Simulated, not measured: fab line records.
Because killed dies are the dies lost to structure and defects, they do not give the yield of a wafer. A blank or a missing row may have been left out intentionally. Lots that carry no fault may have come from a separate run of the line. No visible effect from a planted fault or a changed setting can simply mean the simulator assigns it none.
Split-lot trial || flow n5_finfet || 7 lots, 21 wafers read, on a route of 1938 steps

THE SPLIT
At N5_BEOL_M12_SPUTTER_44 (material Ta, target thk 10 nm, time 16.13 s), the setting time_s was moved away from the recipe's 16.13 s on 9 of the 21 wafers read, by -13.9% to +13.2%. For the rest of the wafers, this setting stayed at what the recipe calls for.

The split's own step is where the reading is taken.

THE READING
Ta_of_BEOL_M12_SPUTTER_44.thk_nm (the simulator's own value, which no gauge read), in nm, at N5_BEOL_M12_SPUTTER_44 (material Ta, target thk 10 nm, time 16.13 s). The file does not state a usual value for it. The 12 wafers here that ran the recipe average 10.1 nm, standard deviation 0.12 nm.

{"wafer": "L074.2", "tool, chamber at the split": "pvd_sputter-01, -", "time_s as run, s": 13.89, "against the recipe": "-13.9%", "Ta_of_BEOL_M12_SPUTTER_44.thk_nm, nm": 8.6, "against lot-mates on the recipe": -1.2}
{"wafer": "L074.6", "tool, chamber at the split": "pvd_sputter-01, -", "time_s as run, s": 13.89, "against the recipe": "-13.9%", "Ta_of_BEOL_M12_SPUTTER_44.thk_nm, nm": 8.6, "against lot-mates on the recipe": -1.2}
{"wafer": "L074.3", "tool, chamber at the split": "pvd_sputter-01, -", "time_s as run, s": 16.13, "against the recipe": "recipe", "Ta_of_BEOL_M12_SPUTTER_44.thk_nm, nm": 9.8, "against lot-mates on the recipe": "-"}
{"wafer": "L081.3", "tool, chamber at the split": "pvd_sputter-03, -", "time_s as run, s": 16.13, "against the recipe": "recipe", "Ta_of_BEOL_M12_SPUTTER_44.thk_nm, nm": 10.2, "against lot-mates on the recipe": "-"}
{"wafer": "L081.4", "tool, chamber at the split": "pvd_sputter-03, -", "time_s as run, s": 16.13, "against the recipe": "recipe", "Ta_of_BEOL_M12_SPUTTER_44.thk_nm, nm": 10, "against lot-mates on the recipe": "-"}
{"wafer": "L081.6", "tool, chamber at the split": "pvd_sputter-03, -", "time_s as run, s": 16.13, "against the recipe": "recipe", "Ta_of_BEOL_M12_SPUTTER_44.thk_nm, nm": 10, "against lot-mates on the recipe": "-"}
{"wafer": "L084.1", "tool, chamber at the split": "pvd_sputter-02, -", "time_s as run, s": 18.26, "against the recipe": "+13.2%", "Ta_of_BEOL_M12_SPUTTER_44.thk_nm, nm": 11.4, "against lot-mates on the recipe": "+1.2"}
{"wafer": "L084.3", "tool, chamber at the split": "pvd_sputter-02, -", "time_s as run, s": 16.13, "against the recipe": "recipe", "Ta_of_BEOL_M12_SPUTTER_44.thk_nm, nm": 10.2, "against lot-mates on the recipe": "-"}
{"wafer": "L084.4", "tool, chamber at the split": "pvd_sputter-02, -", "time_s as run, s": 16.13, "against the recipe": "recipe", "Ta_of_BEOL_M12_SPUTTER_44.thk_nm, nm": 10.2, "against lot-mates on the recipe": "-"}
{"wafer": "L087.1", "tool, chamber at the split": "pvd_sputter-01, -", "time_s as run, s": 14.49, "against the recipe": "-10.2%", "Ta_of_BEOL_M12_SPUTTER_44.thk_nm, nm": 9, "against lot-mates on the recipe": -1.2}
{"wafer": "L087.2", "tool, chamber at the split": "pvd_sputter-01, -", "time_s as run, s": 14.49, "against the recipe": "-10.2%", "Ta_of_BEOL_M12_SPUTTER_44.thk_nm, nm": 9, "against lot-mates on the recipe": -1.2}
{"wafer": "L087.5", "tool, chamber at the split": "pvd_sputter-01, -", "time_s as run, s": 16.13, "against the recipe": "recipe", "Ta_of_BEOL_M12_SPUTTER_44.thk_nm, nm": 10.2, "against lot-mates on the recipe": "-"}
{"wafer": "L090.2", "tool, chamber at the split": "pvd_sputter-03, -", "time_s as run, s": 16.95, "against the recipe": "+5.1%", "Ta_of_BEOL_M12_SPUTTER_44.thk_nm, nm": 10.8, "against lot-mates on the recipe": "+0.8"}
{"wafer": "L090.5", "tool, chamber at the split": "pvd_sputter-03, -", "time_s as run, s": 16.95, "against the recipe": "+5.1%", "Ta_of_BEOL_M12_SPUTTER_44.thk_nm, nm": 10.8, "against lot-mates on the recipe": "+0.8"}
{"wafer": "L090.6", "tool, chamber at the split": "pvd_sputter-03, -", "time_s as run, s": 16.13, "against the recipe": "recipe", "Ta_of_BEOL_M12_SPUTTER_44.thk_nm, nm": 10, "against lot-mates on the recipe": "-"}
{"wafer": "L093.2", "tool, chamber at the split": "pvd_sputter-03, -", "time_s as run, s": 16.13, "against the recipe": "recipe", "Ta_of_BEOL_M12_SPUTTER_44.thk_nm, nm": 10, "against lot-mates on the recipe": "-"}
{"wafer": "L093.4", "tool, chamber at the split": "pvd_sputter-03, -", "time_s as run, s": 16.13, "against the recipe": "recipe", "Ta_of_BEOL_M12_SPUTTER_44.thk_nm, nm": 10, "against lot-mates on the recipe": "-"}
{"wafer": "L093.3", "tool, chamber at the split": "pvd_sputter-03, -", "time_s as run, s": 16.13, "against the recipe": "recipe", "Ta_of_BEOL_M12_SPUTTER_44.thk_nm, nm": 10.2, "against lot-mates on the recipe": "-"}
{"wafer": "L091.1", "tool, chamber at the split": "pvd_sputter-02, -", "time_s as run, s": 14.36, "against the recipe": "-11.0%", "Ta_of_BEOL_M12_SPUTTER_44.thk_nm, nm": 9, "against lot-mates on the recipe": -1.0}
{"wafer": "L091.3", "tool, chamber at the split": "pvd_sputter-02, -", "time_s as run, s": 14.36, "against the recipe": "-11.0%", "Ta_of_BEOL_M12_SPUTTER_44.thk_nm, nm": 9, "against lot-mates on the recipe": -1.0}
{"wafer": "L091.6", "tool, chamber at the split": "pvd_sputter-02, -", "time_s as run, s": 16.13, "against the recipe": "recipe", "Ta_of_BEOL_M12_SPUTTER_44.thk_nm, nm": 10, "against lot-mates on the recipe": "-"}

FIT RESULTS
A straight line over all 21 wafers: Ta_of_BEOL_M12_SPUTTER_44.thk_nm changes by +0.106 nm for each +1% of time_s; r = +0.99; the points scatter about the line by 0.12 nm.
The same after taking each lot's own level away (the mean of its wafers on the recipe; 21 wafers): +0.0992 nm for each +1%; r = +0.98; scatter 0.14 nm.
That fit puts the effect of the largest move of time_s on the reading at 1.4 nm.
From 9.80 to 10.20 nm: that is the span of the lots' own levels, equal to 3.2 times the standard deviation above.
Consequently the slope shifts little with the lot-to-lot level, the two slopes agreeing.
Check: for one of the wafers moved furthest among these (-13.9%), held out of the fit, the line's prediction against its lot-mates is -1.38 nm. Against them it came out at -1.2 nm.

THESE WAFERS: OTHER SPLITS
Other splits were also applied to these wafers ahead of the reading. Each is held against what the fit with the lots' levels taken away leaves over:
{"other split on the same wafers": "N5_BEOL_M10_PEB_26 peb_time_s", "wafers away from the commonest value": 7, "r with Ta_of_BEOL_M12_SPUTTER_44.thk_nm (lot level and that fit taken away)": "+0.69"}
{"other split on the same wafers": "N5_BEOL_M11_PECVD_70 temp_c", "wafers away from the commonest value": 9, "r with Ta_of_BEOL_M12_SPUTTER_44.thk_nm (lot level and that fit taken away)": -0.46}
{"other split on the same wafers": "N5_BEOL_M11_COAT_59 spin_rpm", "wafers away from the commonest value": 7, "r with Ta_of_BEOL_M12_SPUTTER_44.thk_nm (lot level and that fit taken away)": -0.27}

FILE'S OWN FIT
Ta_of_BEOL_M12_SPUTTER_44.thk_nm changes by +0.0969 nm for each +1% of time_s, r = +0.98.
